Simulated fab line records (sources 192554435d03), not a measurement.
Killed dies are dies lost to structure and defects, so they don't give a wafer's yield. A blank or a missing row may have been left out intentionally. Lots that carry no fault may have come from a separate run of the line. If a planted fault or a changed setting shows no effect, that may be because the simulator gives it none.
Split-lot experiment | flow n5_finfet | 39 wafers read from 7 lots, route of 1938 steps

ON THE SPLIT
At N5_BEOL_M6_TRENCH_ETCH_37 (etches SiCOH lowk in C4F6/O2, target depth 94.435 nm, time 31.5 s), the setting target_depth_a was moved away from the recipe's 944.35 angstrom on 12 of the 39 wafers read, by -59.5% to -17.0%. This setting was run at the recipe's value on the other wafers.

FROM THE SPLIT TO THE READING: what the file shows between them, 11 steps
- N5_BEOL_M6_ETCH_41: etches SiCN in CH3F/O2, target depth 29.7 nm, time 52 s
- N5_BEOL_M6_STRIP_80: strips in N2/H2, time 10 s
- N5_BEOL_M6_OCD_MEAS_38
- N5_BEOL_M6_HM_STRIP_39: strips TiN in peroxide tin strip, target depth 25 nm, time 158 s
- N5_BEOL_M6_SRD_40: time 30 s
- N5_BEOL_M6_ECD_50: material Cu, target thk 300 nm
- N5_BEOL_M6_ANNEAL_51: time 90 s
- N5_BEOL_M6_CMP_52: polishes, stops on SiCOH lowk, t overpolish 6.9 s, target thk 80 nm
- N5_BEOL_M6_THK_MEAS_53: measures by xrf
- N5_BEOL_M6_PRE_CLEAN_55: time 15 s
- N5_BEOL_M6_DEP_56: deposits SiCN from 3MS/NH3, target thk 10 nm, time 17.5 s

THE READING
M6_RS, in ohm/sq, at N5_BEOL_M6_RS_MEAS_57 (measures by four-point-probe). On this fab line, fault-free wafers typically give 0.288 ohm/sq with a standard deviation of 0.011 ohm/sq.

wafer  | tool, chamber at the split | target_depth_a as run, angstrom | against the recipe | M6_RS, ohm/sq | against lot-mates on the recipe
L074.1 | rie_diel-01, 2             | 382                             | -59.5%             | 1.310         | +1.025
L074.2 | rie_diel-01, 3             | 944.35                          | recipe             | 0.280         | -
L074.3 | rie_diel-01, 1             | 382                             | -59.5%             | 1.610         | +1.325
L074.4 | rie_diel-01, 0             | 382                             | -59.5%             | 1.384         | +1.099
L074.5 | rie_diel-01, 3             | 944.35                          | recipe             | 0.293         | -
L074.6 | rie_diel-01, 2             | 944.35                          | recipe             | 0.283         | -
L075.1 | rie_diel-05, 1             | 417.3                           | -55.8%             | 1.081         | +0.806
L075.2 | rie_diel-05, 2             | 417.3                           | -55.8%             | 1.150         | +0.875
L075.3 | rie_diel-05, 3             | 944.35                          | recipe             | 0.275         | -
L075.4 | rie_diel-05, 3             | 944.35                          | recipe             | 0.275         | -
L075.5 | rie_diel-05, 2             | 417.3                           | -55.8%             | 1.122         | +0.847
L075.6 | rie_diel-05, 1             | 944.35                          | recipe             | 0.275         | -
L080.1 | rie_diel-01, 1             | 409.9                           | -56.6%             | 1.165         | +0.883
L080.2 | rie_diel-01, 2             | 944.35                          | recipe             | 0.283         | -
L080.3 | rie_diel-01, 3             | 409.9                           | -56.6%             | 1.127         | +0.845
L080.4 | rie_diel-01, 0             | 409.9                           | -56.6%             | 1.193         | +0.911
L080.5 | rie_diel-01, 3             | 944.35                          | recipe             | 0.279         | -
L080.6 | rie_diel-01, 2             | 944.35                          | recipe             | 0.285         | -
L081.2 | rie_diel-05, 1             | 944.35                          | recipe             | 0.286         | -
L081.5 | rie_diel-05, 3             | 944.35                          | recipe             | 0.277         | -
L081.6 | rie_diel-05, 0             | 944.35                          | recipe             | 0.277         | -
L083.1 | rie_diel-05, 2             | 944.35                          | recipe             | 0.308         | -
L083.2 | rie_diel-05, 0             | 944.35                          | recipe             | 0.276         | -
L083.3 | rie_diel-05, 3             | 944.35                          | recipe             | 0.290         | -
L083.4 | rie_diel-05, 1             | 944.35                          | recipe             | 0.274         | -
L083.5 | rie_diel-05, 3             | 944.35                          | recipe             | 0.303         | -
L083.6 | rie_diel-05, 0             | 944.35                          | recipe             | 0.288         | -
L086.1 | rie_diel-01, 2             | 944.35                          | recipe             | 0.301         | -
L086.2 | rie_diel-01, 0             | 944.35                          | recipe             | 0.293         | -
L086.3 | rie_diel-01, 3             | 944.35                          | recipe             | 0.281         | -
L086.4 | rie_diel-01, 1             | 944.35                          | recipe             | 0.296         | -
L086.5 | rie_diel-01, 2             | 944.35                          | recipe             | 0.294         | -
L086.6 | rie_diel-01, 3             | 944.35                          | recipe             | 0.279         | -
L091.1 | rie_diel-01, 3             | 783.5                           | -17.0%             | 0.368         | +0.076
L091.2 | rie_diel-01, 2             | 783.5                           | -17.0%             | 0.371         | +0.079
L091.3 | rie_diel-01, 0             | 944.35                          | recipe             | 0.291         | -
L091.4 | rie_diel-01, 0             | 944.35                          | recipe             | 0.295         | -
L091.5 | rie_diel-01, 3             | 944.35                          | recipe             | 0.289         | -
L091.6 | rie_diel-01, 2             | 783.5                           | -17.0%             | 0.360         | +0.068

FIT RESULTS
A straight line over all 39 wafers: M6_RS changes by -0.0166 ohm/sq for each +1% of target_depth_a; r = -0.98; the points scatter about the line by 0.088 ohm/sq.
The same after taking each lot's own level away (the mean of its wafers on the recipe; 39 wafers): -0.0167 ohm/sq for each +1%; r = -0.98; scatter 0.088 ohm/sq.
Per that fit: largest target_depth_a move, reading shift of 0.99 ohm/sq.
Across the lots, their own levels run from 0.2750 to 0.2917 ohm/sq, a range of 1.5 times the standard deviation given above.
The two slopes are in agreement: the lot-to-lot level therefore moves the slope only a little.
Check: for one of the wafers moved furthest among these (-59.5%), held out of the fit, the line's prediction against its lot-mates is +0.972 ohm/sq. It came out at +1.02 ohm/sq against them.

THE WHOLE CHAIN: every reading that the file lists as answering this split, in the file's order
step                      | what it does                                                        | reading                                                                          | change (the file's fit)                | r (the file's)
N5_BEOL_M6_TRENCH_ETCH_37 | etches SiCOH lowk in C4F6/O2, target depth 94.435 nm, time 31.5 s   | BEOL_M6.feature_depth_nm (the simulator's own value, which no gauge read)        | +0.955 nm for each +1% of the setting  | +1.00
N5_BEOL_M6_TRENCH_ETCH_37 | etches SiCOH lowk in C4F6/O2, target depth 94.435 nm, time 31.5 s   | etch.depth_nm (the simulator's own value, which no gauge read)                   | +0.955 nm for each +1% of the setting  | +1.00
N5_BEOL_M6_TRENCH_ETCH_37 | etches SiCOH lowk in C4F6/O2, target depth 94.435 nm, time 31.5 s   | TiN_of_BEOL_M6_HM_DEP_02.thk_nm (the simulator's own value, which no gauge read) | -0.0291 nm for each +1% of the setting | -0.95
N5_BEOL_M6_OCD_MEAS_38    |                                                                     | trench_depth_nm                                                                  | +0.954 nm for each +1% of the setting  | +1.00
N5_BEOL_M6_CMP_52         | polishes, stops on SiCOH lowk, t overpolish 6.9 s, target thk 80 nm | Cu_of_BEOL_M6_ECD_50.thk_nm (the simulator's own value, which no gauge read)     | +0.966 nm for each +1% of the setting  | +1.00
N5_BEOL_M6_THK_MEAS_53    | measures by xrf                                                     | M6_THK                                                                           | +0.985 for each +1% of the setting     | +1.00
N5_BEOL_M6_RS_MEAS_57     | measures by four-point-probe                                        | M6_RS                                                                            | -0.0164 for each +1% of the setting    | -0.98

THE FILE'S OWN FIT
M6_RS changes by -0.0164 ohm/sq for each +1% of target_depth_a, r = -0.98.
